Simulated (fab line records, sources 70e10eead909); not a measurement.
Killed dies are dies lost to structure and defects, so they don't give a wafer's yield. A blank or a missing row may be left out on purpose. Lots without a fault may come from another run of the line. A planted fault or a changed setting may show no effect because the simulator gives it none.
fab line records | flow nand_harc | part 1 of 2: steps 1 to 26 of 39
record lots=5 wafers=15 last_day=31
route steps=1302 shown P_GATE@149
lots that met no fault: from a run of the same line without faults
start_h: hours from the record's first day to the start of the lot's first wafer shown | wait_h: hours since the lot's step before | " the same as in the row above | L1.1+2: a row that stands for several wafers | - no value, or no start given | * or withheld: withheld | < > ~ a bound
route shown NAME@n: a module of which the file shows steps, and the number in the route of the first | usual: mean/standard deviation of fault-free wafers | same: alike in all rows | chamber/n: place in a boat | sites: the reading at each site | _std_site: their standard deviation | _edge_site: outer sites' mean less inner sites' | radius_mm: how far each site lies from the wafer's centre | mask NAME#n: copy n | behind: the tool/chamber that last shaped the wafer | hold: why the lot was held/for how many hours/how that ended | device: the transistor (n, p or np) that didn't switch | end of line: the same wafers' tests at the end of the route | a step without rows: its recipe alone | killed: dies lost to structure and defects at the first sort, not the wafer's yield | map: a wafer's dies, x killed, . not, _ none there
set.NAME: the setting as run; set.NAME@STEP: as run at that earlier step | model.NAME: the simulator's own value behind a step, which no gauge read
lots at some steps of the route; a table a step, a row a wafer
services: from which hour (start_h, from the record's first day; less than 0 if before it) a tool's chamber was out of use, for how many hours, and why
## steps
# step NHARC_P_GATE_ETCH_32
# recipe target_depth_a=1500 over_etch_frac=1 over_etch_ion_energy_ev=40 time_s=100.1 hbr_flow_sccm=150 cl2_flow_sccm=50 rf_w=400 icp_w=400 bias_w=100 chemistry=HBr/Cl2
# usual bias_w=100.0/0.3 drypump_motor_current_A=5.8/0.48 oes_product_au=0.997/0.0086 rf_fwd_power_W=396.8/1.4 throttle_valve_pct=26.405/0.009
# columns lot.wafer tool chamber start_h wait_h bias_w drypump_motor_current_A oes_product_au rf_fwd_power_W rf_hours_counter_h throttle_valve_pct
L076.3 rie_si-05 0 121.92 - 100.1 5.5 1.000 394.7 0.9 26.398
L076.4 " 2 " " 100.2 6.3 0.984 397.3 1.0 26.392
L076.5 " 1 " " 100.6 6.5 1.000 393.9 - 26.400
L082.1 rie_si-03 3 174.77 - 100.2 5.8 0.993 396.7 0.7 26.399
L082.5 " 3 " " 100.5 5.8 0.987 399.2 - 26.410
L082.6 " 0 " " 99.8 5.3 1.006 397.5 - 26.409
L084.3 rie_si-03 1 199.51 - 99.7 6.6 0.989 399.1 1.0 26.416
L084.5 " 3 " " 100.0 5.8 0.998 397.3 - 26.408
L084.6 " 0 " " 99.8 5.3 0.983 396.8 - 26.422
L086.3 rie_si-05 2 228.21 - 99.6 6.3 1.000 396.1 0.5 26.401
L086.2 " 0 " " 100.3 5.6 1.005 394.7 0.5 26.391
L086.4 " 3 " " 100.1 5.9 0.995 396.2 - 26.393
L094.4 rie_si-03 1 292.76 - 99.5 6.6 0.999 395.9 0.4 26.422
L094.6 " 1 " " 100.1 6.6 0.990 396.2 - 26.406
L094.5 " 2 " " 99.8 5.9 1.001 396.5 - 26.393
# step NHARC_P_GATE_STRIP_108
# recipe o2_flow_sccm=500 ar_flow_sccm=0 bias_w=0 chemistry=O2
# usual drypump_motor_current_A=5.7/0.35 oes_product_au=1.003/0.011 rf_vpp_V=57.8/0.87 showerhead_plenum_p_Torr=3.52/0.13 throttle_valve_pct=17.037/0.0088
# same bias_w=0
# columns lot.wafer tool chamber start_h wait_h drypump_motor_current_A oes_product_au rf_hours_counter_h rf_vpp_V showerhead_plenum_p_Torr throttle_valve_pct
L076.4 rie_diel-03 1 122.09 - 5.7 1.014 0 58.2 3.75 17.031
L076.3 " 3 " " 5.7 1.020 0 58.1 3.51 17.041
L076.5 " 0 " " 5.9 1.016 - 57.2 3.68 17.021
L082.1 rie_diel-10 3 174.93 - 5.7 1.007 5 59.1 3.42 17.025
L082.6 " 3 " " 5.7 1.015 - 57.9 3.42 17.048
L082.5 " 0 " " 5.9 0.998 - 57.2 3.67 17.051
L084.3 rie_diel-01 2 199.68 - 6.1 1.001 9 57.2 3.36 17.045
L084.5 " 0 " " 6.1 0.995 - 58.9 3.60 17.040
L084.6 " 1 " " 5.6 0.996 - 55.2 3.34 17.015
L086.3 rie_diel-10 1 228.40 - 5.8 0.982 10 57.6 3.38 17.047
L086.4 " 2 " " 5.5 0.999 9 57.2 3.49 17.039
L086.2 " 3 " " 5.7 1.005 7 56.3 3.42 17.040
L094.4 rie_diel-01 2 292.94 - 6.2 0.996 5 55.9 3.36 17.038
L094.6 " 1 " " 5.6 1.004 - 58.4 3.33 17.038
L094.5 " 2 " " 6.2 0.996 - 57.5 3.36 17.031
# step NHARC_P_GATE_CD_MEAS_33
# usual cd_nm=120.2/2.6
# columns lot.wafer tool chamber start_h wait_h cd_nm
L076.3 cd_sem-03 - 122.26 - 122.6
L076.4 " - " " 119.0
L076.5 " - " " 120.6
L082.1 cd_sem-02 - 175.10 - 117.2
L082.5 " - " " 124.2
L082.6 " - " " 118.4
L084.3 cd_sem-02 - 199.83 - 118.4
L084.5 " - " " 118.7
L084.6 " - " " 118.4
L086.2 cd_sem-02 - 228.57 - 119.5
L086.3 " - " " 120.5
L086.4 " - " " 123.0
L094.4 cd_sem-01 - 293.10 - 118.3
L094.5 " - " " 117.8
L094.6 " - " " 118.0
# step NHARC_P_GATE_STRIP_35
# recipe time_s=600 temp_c=130 chemistry=SPM
# usual temp_c=129.99/0.13
# columns lot.wafer tool chamber start_h wait_h temp_c
L076.4 wet_bench-02 6 122.35 0.1 130.07
L076.3 " 7 " " 129.75
L076.5 " 1 " " 130.15
L082.6 wet_bench-03 7 175.19 0.1 130.07
L082.5 " 1 " " 130.10
L082.1 " 3 " " 129.94
L084.3 wet_bench-03 4 199.91 0.1 129.96
L084.5 " 5 " " 129.98
L084.6 " 7 " " 129.90
L086.4 wet_bench-02 6 228.66 0.1 129.81
L086.3 " 1 " " 130.23
L086.2 " 2 " " 130.11
L094.5 wet_bench-03 5 293.19 0.1 130.09
L094.6 " 7 " " 130.10
L094.4 " 1 " " 129.98
# step NHARC_P_GATE_PRECLEAN_73
# recipe time_s=* temp_c=50 bath_age_min=0 chemistry=SC1
# usual diw_flow_mL_min=1416/4.2 h2o2_flow_mL_min=56.60/0.18 temp_c=50.01/0.12
# columns lot.wafer tool chamber start_h wait_h diw_flow_mL_min h2o2_flow_mL_min temp_c
L076.4 wet_bench-02 6 - - 1419 56.45 49.83
L076.3 " 7 " " 1420 56.58 50.05
L076.5 " 1 " " 1415 56.60 49.90
L082.6 wet_bench-03 7 - - 1417 56.51 49.92
L082.5 " 1 " " 1412 56.96 50.06
L082.1 " 3 " " 1420 56.66 49.91
L084.3 wet_bench-03 4 - - 1422 56.59 50.16
L084.5 " 5 " " 1420 56.40 49.91
L084.6 " 7 " " 1411 56.62 50.22
L086.4 wet_bench-02 6 - - 1415 56.62 50.05
L086.3 " 1 " " 1416 56.57 50.06
L086.2 " 2 " " 1414 56.77 49.99
L094.5 wet_bench-03 5 - - 1415 56.51 50.04
L094.6 " 7 " " 1414 56.78 49.78
L094.4 " 1 " " 1415 56.82 49.99
# step NHARC_P_GATE_SRD_74
# columns lot.wafer tool chamber start_h wait_h
L076.4+3+5 wet_bench-02 6,7,1 - -
L082.6+5+1 wet_bench-03 7,1,3 - -
L084.3+5+6 wet_bench-03 4,5,7 - -
L086.4+3+2 wet_bench-02 6,1,2 - -
L094.5+6+4 wet_bench-03 5,7,1 - -
# step NHARC_P_GATE_ALD_36
# recipe target_thk_a=200 pulse_time_s=60 ald_cycles=223 temp_c=400 material=SiNx
# usual heater_power_w=798/85 precursor_pulse_height_rel=1.002/0.02
# same pulse_time_s=60
# columns lot.wafer tool chamber start_h wait_h heater_power_w precursor_pulse_height_rel
L076.3 ald_sin-04 0 122.71 - 850 1.007
L076.4 " 3 125.85 - 793 1.009
L076.5 " 0 126.89 - 838 1.032
L082.1 ald_sin-04 2 177.66 - 826 1.001
L082.5 " 0 179.76 - 838 0.982
L082.6 " 1 180.81 - 758 1.043
L084.3 ald_sin-03 1 203.43 - 918 0.967
L084.6 " 2 204.48 - 701 1.024
L084.5 " 3 205.53 - 832 0.944
L086.4 ald_sin-03 1 229.03 - 944 1.050
L086.2 " 2 230.08 - 695 1.022
L086.3 " 3 231.13 - 854 0.984
L094.4 ald_sin-01 0 296.70 - 678 1.064
L094.5 " 1 297.75 - 851 0.990
L094.6 " 2 298.80 - 900 1.037
# step NHARC_P_GATE_ETCHBACK_37
# recipe target_depth_a=345 time_s=17.2 chf3_flow_sccm=50 o2_flow_sccm=10 ar_flow_sccm=200 rf_w=500 bias_w=200 chemistry=CHF3/O2
# usual bias_w=200.0/0.56 drypump_motor_current_A=5.6/0.39 oes_product_au=0.95/0.034 rf_fwd_power_W=489.6/2.3 rf_vpp_V=370.6/2.1 showerhead_plenum_p_Torr=2.40/0.093 throttle_valve_pct=20.573/0.0092
# columns lot.wafer tool chamber start_h wait_h bias_w drypump_motor_current_A oes_product_au rf_fwd_power_W rf_hours_counter_h rf_vpp_V showerhead_plenum_p_Torr throttle_valve_pct
L076.3 rie_diel-01 2 - - 198.8 6.2 0.95 487.8 7 367.4 2.29 20.576
L076.4 " 3 " " 200.3 4.8 0.95 486.6 8 373.6 2.52 20.565
L076.5 " 0 " " 201.1 6.1 0.92 490.0 - 372.3 2.46 20.569
L082.1 rie_diel-01 3 - - 199.5 4.8 0.93 487.9 11 372.5 2.52 20.576
L082.5 " 2 " " 200.0 6.1 0.93 487.4 - 367.9 2.29 20.585
L082.6 " 3 " " 198.9 4.8 0.93 487.3 - 373.4 2.52 20.567
L084.3 rie_diel-03 3 - - 200.1 5.7 0.93 492.0 6 370.3 2.38 20.576
L084.5 " 1 " " 200.3 5.7 0.93 487.2 - 372.8 2.55 20.580
L084.6 " 2 " " 200.5 4.9 0.93 489.1 - 372.2 2.45 20.558
L086.3 rie_diel-10 2 - - 199.6 5.5 0.93 486.9 9 370.7 2.38 20.581
L086.4 " 3 " " 200.1 5.7 0.93 492.9 8 368.9 2.33 20.572
L086.2 " 1 " " 200.1 5.7 0.92 492.1 11 367.7 2.30 20.561
L094.4 rie_diel-03 0 - - 200.3 5.9 1.01 485.4 0 372.5 2.50 20.564
L094.5 " 1 " " 201.2 5.7 0.99 489.5 - 372.5 2.55 20.585
L094.6 " 2 " " 200.1 5.0 0.99 487.9 - 371.6 2.44 20.593
# step NHARC_P_GATE_STRIP_101
# recipe time_s=20 o2_flow_sccm=500 ar_flow_sccm=0 bias_w=0 chemistry=O2
# usual drypump_motor_current_A=5.6/0.39 oes_product_au=1.002/0.011 rf_vpp_V=57.8/0.92 showerhead_plenum_p_Torr=3.53/0.14 throttle_valve_pct=17.037/0.0085
# same bias_w=0
# columns lot.wafer tool chamber start_h wait_h drypump_motor_current_A oes_product_au rf_hours_counter_h rf_vpp_V showerhead_plenum_p_Torr throttle_valve_pct
L076.4 rie_diel-01 1 132.25 0.1 5.6 1.005 6 57.0 3.34 17.046
L076.3 " 3 " " 4.8 0.995 8 58.1 3.70 17.032
L076.5 " 1 " " 5.6 1.008 - 57.9 3.34 17.041
L082.1 rie_diel-01 1 185.14 0.1 5.6 1.011 8 59.0 3.34 17.046
L082.6 " 2 " " 6.1 1.009 - 57.3 3.36 17.046
L082.5 " 3 " " 4.8 1.003 - 58.3 3.70 17.041
L084.3 rie_diel-03 2 209.88 0.1 4.9 1.004 6 56.4 3.59 17.032
L084.6 " 1 " " 5.7 1.012 - 58.4 3.74 17.037
L084.5 " 2 " " 4.9 1.003 - 57.7 3.59 17.025
L086.3 rie_diel-10 0 238.60 0.1 5.9 0.987 10 58.8 3.67 17.041
L086.2 " 1 " " 5.8 0.978 11 58.6 3.38 17.028
L086.4 " 2 " " 5.5 1.008 9 57.4 3.49 17.045
L094.4 rie_diel-03 2 303.12 0.1 5.0 0.989 0 58.9 3.59 17.045
L094.6 " 1 " " 5.7 1.006 - 58.1 3.74 17.039
L094.5 " 2 " " 5.0 0.993 - 57.9 3.59 17.041
# step NHARC_P_GATE_PRECLEAN_97
# recipe time_s=600 temp_c=120 chemistry=SPM
# usual temp_c=120.00/0.14
# columns lot.wafer tool chamber start_h wait_h temp_c
L076.4 wet_bench-07 2 132.35 - 120.06
L076.5 " 4 " " 120.09
L076.3 " 7 " " 120.28
L082.6 wet_bench-03 7 185.24 - 119.80
L082.1 " 2 " " 119.95
L082.5 " 3 " " 119.84
L084.6 wet_bench-03 0 209.98 - 120.15
L084.3 " 2 " " 119.86
L084.5 " 3 " " 119.93
L086.2 wet_bench-07 7 238.71 - 120.22
L086.3 " 1 " " 120.03
L086.4 " 2 " " 119.73
L094.5 wet_bench-03 5 303.22 - 120.15
L094.4 " 0 " " 120.10
L094.6 " 1 " " 120.17
# step NHARC_P_GATE_SRD_98
# columns lot.wafer tool chamber start_h wait_h
L076.4+5+3 wet_bench-07 2,4,7 - -
L082.6+1+5 wet_bench-03 7,2,3 - -
L084.6+3+5 wet_bench-03 0,2,3 - -
L086.2+3+4 wet_bench-07 7,1,2 - -
L094.5+4+6 wet_bench-03 5,0,1 - -
# step NHARC_P_GATE_PRECLEAN_99
# recipe time_s=* temp_c=50 bath_age_min=0 chemistry=SC1
# usual diw_flow_mL_min=1415/4.2 h2o2_flow_mL_min=56.60/0.19 temp_c=50.00/0.11
# columns lot.wafer tool chamber start_h wait_h diw_flow_mL_min h2o2_flow_mL_min temp_c
L076.4 wet_bench-07 2 - - 1415 56.74 49.97
L076.5 " 4 " " 1416 56.80 50.04
L076.3 " 7 " " 1415 56.44 49.74
L082.6 wet_bench-03 7 - - 1417 56.83 49.89
L082.1 " 2 " " 1410 56.53 50.09
L082.5 " 3 " " 1412 56.73 49.93
L084.6 wet_bench-03 0 - - 1421 56.59 50.03
L084.3 " 2 " " 1412 56.49 49.83
L084.5 " 3 " " 1404 56.71 49.97
L086.2 wet_bench-07 7 - - 1417 56.37 49.91
L086.3 " 1 " " 1414 56.55 50.23
L086.4 " 2 " " 1420 56.48 49.97
L094.5 wet_bench-03 5 - - 1412 56.68 50.07
L094.4 " 0 " " 1419 56.64 49.96
L094.6 " 1 " " 1410 56.34 49.89
# step NHARC_P_GATE_SRD_100
# columns lot.wafer tool chamber start_h wait_h
L076.4+5+3 wet_bench-07 2,4,7 - -
L082.6+1+5 wet_bench-03 7,2,3 - -
L084.6+3+5 wet_bench-03 0,2,3 - -
L086.2+3+4 wet_bench-07 7,1,2 - -
L094.5+4+6 wet_bench-03 5,0,1 - -
# step NHARC_P_GATE_DEHYDRATE_38
# recipe temp_c=150 time_s=120
# columns lot.wafer tool chamber start_h wait_h
L076.3+4+5 litho_track-05 0 132.75 -
L082.1+5+6 litho_track-02 0 185.73 -
L084.3+5+6 litho_track-07 0 210.37 -
L086.2+3+4 litho_track-07 0 239.09 -
L094.4+5+6 litho_track-07 0 303.61 -
# step NHARC_P_GATE_HMDS_39
# recipe time_s=30
# columns lot.wafer tool chamber start_h wait_h
L076.3+4+5 litho_track-05 0 - -
L082.1+5+6 litho_track-02 0 - -
L084.3+5+6 litho_track-07 0 - -
L086.2+3+4 litho_track-07 0 - -
L094.4+5+6 litho_track-07 0 - -
# step NHARC_P_GATE_COAT_40
# recipe spin_rpm=3000
# columns lot.wafer tool chamber start_h wait_h
L076.3+4+5 litho_track-05 0 - -
L082.1+5+6 litho_track-02 0 - -
L084.3+5+6 litho_track-07 0 - -
L086.2+3+4 litho_track-07 0 - -
L094.4+5+6 litho_track-07 0 - -
# step NHARC_P_GATE_SOFTBAKE_41
# recipe temp_c=122 time_s=95
# columns lot.wafer tool chamber start_h wait_h
L076.3+4+5 litho_track-05 0 - -
L082.1+5+6 litho_track-02 0 - -
L084.3+5+6 litho_track-07 0 - -
L086.2+3+4 litho_track-07 0 - -
L094.4+5+6 litho_track-07 0 - -
# step NHARC_P_GATE_EBR_42
# columns lot.wafer tool chamber start_h wait_h
L076.3+4+5 litho_track-05 0 - -
L082.1+5+6 litho_track-02 0 - -
L084.3+5+6 litho_track-07 0 - -
L086.2+3+4 litho_track-07 0 - -
L094.4+5+6 litho_track-07 0 - -
# step NHARC_P_GATE_EXPOSE_43
# recipe na=0.6 target_cd_nm=720 dose_mj=14.81 mask_id=P_NSD
# columns lot.wafer tool chamber start_h wait_h mask
L076.3+4+5 krf_scanner-03 0 133.03 - P_NSD#0
L082.1+5+6 krf_scanner-02 0 185.88 - P_NSD#0
L084.3+5+6 krf_scanner-04 0 210.65 - P_NSD#0
L086.2+3+4 krf_scanner-02 0 239.24 - P_NSD#0
L094.4+5+6 krf_scanner-02 0 303.89 - P_NSD#0
# step NHARC_P_GATE_PEB_44
# recipe peb_temp_c=118 peb_time_s=85
# same peb_time_s=85
# columns lot.wafer tool chamber start_h wait_h
L076.3+4+5 litho_track-07 0 133.08 0.1
L082.1+5+6 litho_track-05 0 185.94 0.1
L084.3+5+6 litho_track-02 0 210.71 0.1
L086.2+3+4 litho_track-02 0 239.30 0.1
L094.4+5+6 litho_track-07 0 303.95 0.0
# step NHARC_P_GATE_DEVELOP_45
# recipe time_s=70
# columns lot.wafer tool chamber start_h wait_h
L076.3+4+5 litho_track-07 0 - -
L082.1+5+6 litho_track-05 0 - -
L084.3+5+6 litho_track-02 0 - -
L086.2+3+4 litho_track-02 0 - -
L094.4+5+6 litho_track-07 0 - -
# step NHARC_P_GATE_CD_MEAS_46
# recipe target_cd_nm=720 landing_energy_ev=500
# usual cd_nm=720.3/1.7
# same landing_energy_ev=500
# columns lot.wafer tool chamber start_h wait_h cd_nm
L076.3 cd_sem-02 0 133.18 - 719.6
L076.4 " 0 " " 720.6
L076.5 " 0 " " 721.1
L082.1 cd_sem-01 0 186.03 - 720.7
L082.5 " 0 " " 720.6
L082.6 " 0 " " 720.6
L084.3 cd_sem-03 0 210.80 - 718.8
L084.5 " 0 " " 721.7
L084.6 " 0 " " 723.0
L086.2 cd_sem-02 0 239.40 - 718.8
L086.3 " 0 " " 718.6
L086.4 " 0 " " 720.2
L094.4 cd_sem-03 0 304.04 - 723.2
L094.5 " 0 " " 724.0
L094.6 " 0 " " 720.1
# step NHARC_P_GATE_HARDBAKE_47
# recipe temp_c=125 time_s=80
# columns lot.wafer tool chamber start_h wait_h
L076.3+4+5 litho_track-02 0 133.26 -
L082.1+5+6 litho_track-07 0 186.11 -
L084.3+5+6 litho_track-07 0 210.88 -
L086.2+3+4 litho_track-05 0 239.48 -
L094.4+5+6 litho_track-07 0 304.12 -
# step NHARC_P_GATE_DESCUM_48
# recipe time_s=3 o2_flow_sccm=200 ar_flow_sccm=0 bias_power_w=0 chemistry=O2
# usual drypump_motor_current_A=5.6/0.39 oes_product_au=1.003/0.01 rf_vpp_V=57.8/0.84 showerhead_plenum_p_Torr=1.93/0.078 throttle_valve_pct=11.311/0.0096
# columns lot.wafer tool chamber start_h wait_h drypump_motor_current_A oes_product_au rf_hours_counter_h rf_vpp_V showerhead_plenum_p_Torr throttle_valve_pct
L076.4 rie_diel-10 2 133.33 - 5.4 0.992 4 57.3 1.89 11.305
L076.3 " 1 " " 5.8 0.986 4 56.1 1.83 11.304
L076.5 " 3 " " 5.7 1.004 - 56.7 1.85 11.300
L082.1 rie_diel-01 1 186.23 - 5.6 0.998 8 57.3 1.80 11.328
L082.5 " 3 " " 4.8 1.009 - 57.3 2.01 11.308
L082.6 " 0 " " 6.0 0.998 - 58.1 1.96 11.312
L084.3 rie_diel-10 0 211.01 - 5.9 0.986 8 58.4 1.99 11.316
L084.5 " 2 " " 5.5 1.016 - 58.2 1.89 11.307
L084.6 " 3 " " 5.7 1.017 - 58.0 1.85 11.317
L086.3 rie_diel-10 2 239.55 - 5.5 1.012 9 58.3 1.89 11.304
L086.4 " 3 " " 5.7 1.011 8 57.3 1.85 11.314
L086.2 " 0 " " 5.9 0.994 10 57.6 1.99 11.318
L094.4 rie_diel-03 3 304.22 - 5.7 1.017 0 57.5 1.90 11.315
L094.5 " 1 " " 5.7 1.006 - 58.5 2.04 11.308
L094.6 " 2 " " 4.9 0.998 - 58.1 1.95 11.325
# step NHARC_P_GATE_IMPLANT_49
# recipe energy_kev=30 dose_cm2=3e+15 tilt_deg=7
# usual beam_energy_keV=30.000/0.0087 faraday_current_uA=11814/250
# columns lot.wafer tool chamber start_h wait_h beam_energy_keV faraday_current_uA
L076.3 implanter-01 0 133.54 0.2 29.997 11660
L076.4 " 0 " " 30.007 11760
L076.5 " 0 " " 29.995 11769
L082.1 implanter-01 0 186.35 0.1 29.993 11730
L082.5 " 0 " " 30.001 11727
L082.6 " 0 " " 29.990 11731
L084.3 implanter-02 0 211.19 0.2 30.001 11697
L084.5 " 0 " " 30.013 11547
L084.6 " 0 " " 30.015 11704
L086.2 implanter-02 0 239.73 0.1 30.005 11649
L086.3 " 0 " " 30.006 11189
L086.4 " 0 " " 29.999 11778
L094.4 implanter-02 0 304.43 0.2 29.993 11654
L094.5 " 0 " " 29.986 11830
L094.6 " 0 " " 29.991 11837
# step NHARC_P_GATE_STRIP_111
# recipe power_w=1500 temp_c=110 time_s=250 chemistry=N2/H2
# usual drypump_motor_current_A=5.60/0.23 heater_power_w=90/5.4 temp_c=110.00/0.13
# columns lot.wafer tool chamber start_h wait_h drypump_motor_current_A heater_power_w rf_hours_counter_h temp_c
L076.4 plasma_asher-01 0 133.80 0.2 5.44 92 - 110.13
L076.3 " 1 " " 5.51 92 - 110.04
L076.5 " 0 " " 5.46 91 - 109.80
L082.1 plasma_asher-02 0 186.58 0.2 5.42 91 20 110.03
L082.5 " 0 " " 5.42 92 - 109.95
L082.6 " 1 " " 5.97 81 - 110.02
L084.3 plasma_asher-02 0 211.51 0.3 5.41 95 - 110.04
L084.6 " 1 " " 6.01 80 - 109.93
L084.5 " 0 " " 5.41 91 - 110.04
L086.2 plasma_asher-02 1 239.92 0.2 5.98 82 30 110.18
L086.3 " 1 " " 5.96 82 - 109.89
L086.4 " 0 " " 5.39 91 - 109.90
L094.4 plasma_asher-02 0 304.71 0.3 5.42 95 - 110.06
L094.5 " 1 " " 5.96 82 - 110.09
L094.6 " 0 " " 5.41 98 - 110.04
